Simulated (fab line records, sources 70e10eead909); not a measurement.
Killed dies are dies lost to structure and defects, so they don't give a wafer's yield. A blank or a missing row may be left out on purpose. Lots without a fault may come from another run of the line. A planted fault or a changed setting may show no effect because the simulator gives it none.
A struck lot beside a sound one | flow nand_harc | 13 steps out of a route of 1302
Sound: wafers L866.2, L866.5, L866.6. Struck: wafer L886.2. (L886.1, L886.4 of the same lot were not struck and are left out.) The cause comes at the end.
At each step with rows: each side's tool, then ch and its chambers, then its first start. Under that, the readings that differ: sound wafers | struck wafers | difference of the means | sigmas: that difference in standard deviations of wafers without a fault.
alike: readings whose means differ by less than 2 such deviations, and words and numbers that are the same on both sides. not compared: withheld readings, readings that some wafer has no value for, bounds like >300 that may hide the same value, and numbers for which the record gives no deviation and whose values overlap.
The two part at a step that has a row with sigmas, a row that says differs or no value, or rows on one side only. Numbers that don't overlap but have no deviation are shown without sigmas and don't part them. A reading that every wafer of one side lacks parts them only if that side has two wafers or more.

first, 3 steps without rows for these wafers: NHARC_A_STAIRCASE_PEB_215 (peb time 130 s); NHARC_A_STAIRCASE_DEVELOP_216 (time 140 s); NHARC_A_STAIRCASE_HARDBAKE_218 (time 140 s).
NHARC_A_STAIRCASE_DESCUM_219: chemistry O2, time 3 s.
  sound on rie_diel-03 ch 2,3, day 16 15:58; struck on rie_diel-03 ch 3, day 24 23:40
  alike: chamber_pressure_mTorr, drypump_motor_current_A, oes_product_au, rf_vpp_V, showerhead_plenum_p_Torr, throttle_valve_pct
  not compared: rf_hours_counter_h
NHARC_A_STAIRCASE_TRIM_220: chemistry O2, time 211.2 s.
  sound on rie_diel-03 ch 0,1,2, day 16 16:04; struck on rie_diel-03 ch 2, day 24 23:46
  alike: chamber_pressure_mTorr, drypump_motor_current_A, oes_product_au, rf_vpp_V, showerhead_plenum_p_Torr, throttle_valve_pct
  not compared: rf_hours_counter_h
then, 1 step without rows for these wafers: NHARC_A_STAIRCASE_ETCH_221 (etches the open film in C4F8/O2, target depth 100 nm, time 40.5 s).
NHARC_A_STAIRCASE_TRIM_222: chemistry O2, time 211.2 s.
  sound on rie_diel-03 ch 1,2; struck on rie_diel-03 ch 1
  alike: chamber_pressure_mTorr, drypump_motor_current_A, oes_product_au, rf_vpp_V, showerhead_plenum_p_Torr, throttle_valve_pct
  not compared: rf_hours_counter_h
then, 1 step without rows for these wafers: NHARC_A_STAIRCASE_ETCH_223 (etches the open film in C4F8/O2, target depth 100 nm, time 40.5 s).
NHARC_A_STAIRCASE_TRIM_224: chemistry O2, time 211.2 s.
  sound on rie_diel-03 ch 2,3; struck on rie_diel-03 ch 3
  alike: chamber_pressure_mTorr, drypump_motor_current_A, oes_product_au, rf_vpp_V, showerhead_plenum_p_Torr, throttle_valve_pct
  not compared: rf_hours_counter_h
then, 1 step without rows for these wafers: NHARC_A_STAIRCASE_ETCH_225 (etches the open film in C4F8/O2, target depth 100 nm, time 40.5 s).
NHARC_A_STAIRCASE_TRIM_226: chemistry O2, time 211.2 s.
  sound on rie_diel-03 ch 1,2; struck on rie_diel-03 ch 2
  alike: chamber_pressure_mTorr, drypump_motor_current_A, oes_product_au, rf_vpp_V, showerhead_plenum_p_Torr, throttle_valve_pct
  not compared: rf_hours_counter_h
NHARC_A_STAIRCASE_ETCH_227: etches the open film in C4F8/O2, target depth 100 nm, time 40.5 s.
  sound on rie_diel-03 ch 1,2, day 16 16:54; struck on rie_diel-03 ch 0, day 25 00:37
  reading               | sound             | struck | difference | sigmas
  oes_product_au (a.u.) | 0.935 0.944 0.932 | 1.098  | +0.161     | +17
  alike: chamber_pressure_mTorr, rf_vpp_V
  not compared: rf_hours_counter_h
-- the record jumps here: 9 days lie between the struck wafers' starts before and after (it left off in module A_STAIRCASE and takes up again in module END, whose first step shown is number 1302 of the route) --
NHARC_END_SORT_01:
  the record has rows for the struck wafers here (prober-02 ch 0, day 33 13:09) and none for the sound ones

WHERE THEY PART
First at NHARC_A_STAIRCASE_ETCH_227; last, within this record, at NHARC_END_SORT_01.

WHY: what the simulator had put in
Process parameter drift: rie_diel-03, from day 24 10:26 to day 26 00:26, at NHARC_A_STAIRCASE_ETCH_227. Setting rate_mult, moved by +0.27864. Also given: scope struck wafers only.
